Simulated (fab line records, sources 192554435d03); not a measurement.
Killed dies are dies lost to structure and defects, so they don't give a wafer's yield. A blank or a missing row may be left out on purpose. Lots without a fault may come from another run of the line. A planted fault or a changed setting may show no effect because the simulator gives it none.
Problem report in the 8D (eight disciplines) form, filled by code | flow n5_finfet | the parts of the form that need people (team, actions taken, sign-off) are left out

1. THE PROBLEM
barrier_field_endpoint_s at N5_BEOL_M2_CMP_52 reads a mean of 13.2 s on 3 wafers of 3 lots; wafers without a fault read 24.5 s with a standard deviation of 0.72. That is -16 standard deviations from the usual mean.
The step: polishes, stops on SiOC, t overpolish 6.8 s, target thk 40 nm.
First seen on wafer L929.2, day 8 21:29, on cmp-01. The record holds 27 wafers of 10 lots with a number at this step. Rule for "out", or "out of limits": more than 4 standard deviations from the usual mean. The other wafers with a number count as sound.

2. WHAT IT IS AND WHAT IT IS NOT
question                    | is                       | is not
which readings at this step | barrier_field_endpoint_s | motor_current_A
which lots                  | L929, L932, L933         | L923, L924, L935, L936, L944, L945, L946
which wafers of those lots  | L929.2, L932.4, L933.4   | L929.6, L932.6, L933.1
read on which tools         | cmp-01, cmp-02, cmp-03   | -
when                        | from day 8 21:29         | up to then (7 sound wafers); but 17 sound wafers of L932, L933, L935, L936, L944, L945, L946 came after

3. SUSPECTS, AND WHAT RULES EACH OUT
Counting: a tool at a process step up to the reading stays a suspect if it ran every lot that is out. Sound lots after the first of them don't rule it out here, since some wafers of a struck lot are sound.
- pecvd-04 at N5_BEOL_M2_PECVD_72 (deposits SiO2 from TEOS/O2, target thk 16 nm, time 18 s): kept. It ran every lot that is out, first L929 (day 7 20:09); its last sound lot up to then is L924 (day 6 22:03).
Left after counting: pecvd-04 at N5_BEOL_M2_PECVD_72.

4. THE CAUSE (what the simulator had put in)
Process parameter drift: pecvd-04, from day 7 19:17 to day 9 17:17, at N5_BEOL_M2_PECVD_72. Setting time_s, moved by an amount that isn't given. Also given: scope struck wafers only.
Counting left only this tool.

5. THE CHAIN OF EFFECTS, in route order
Each row: a reading whose mean over the struck wafers that have a number lies more than 3 standard deviations from the usual. Only readings for which the record gives a usual standard deviation are gone through. hours: the time from each lot's start at the first step in this table that gives one to its start at this step, as a median over the lots. sigmas: the change in usual standard deviations.
hours | step              | reading                  | usual  | on struck wafers | change | sigmas
0     | N5_BEOL_M2_CMP_52 | barrier_field_endpoint_s | 24.5 s | 13.2             | -11.3  | -16
The process steps in it:
- N5_BEOL_M2_CMP_52: polishes, stops on SiOC, t overpolish 6.8 s, target thk 40 nm.
Later measuring or inspecting steps at which every struck wafer that the step has a row for has a number for every such reading, and none has moved that far: N5_BEOL_M4_RC_MEAS_101.

6. WHAT WOULD HAVE CAUGHT IT SOONER
In this record the first reading out of limits was taken at day 8 21:29, 26 hours after the fault began at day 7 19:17.
Of the tool readings at N5_BEOL_M2_PECVD_72 for which the record gives a usual standard deviation, none was out on any struck wafer, so an alarm limit of 4 standard deviations on them would not have fired.
Of the lots that are out (3), L932, L933 began N5_BEOL_M2_PECVD_72 on pecvd-04 after day 8 21:29. A hold on the tool at that time would have spared those 2.
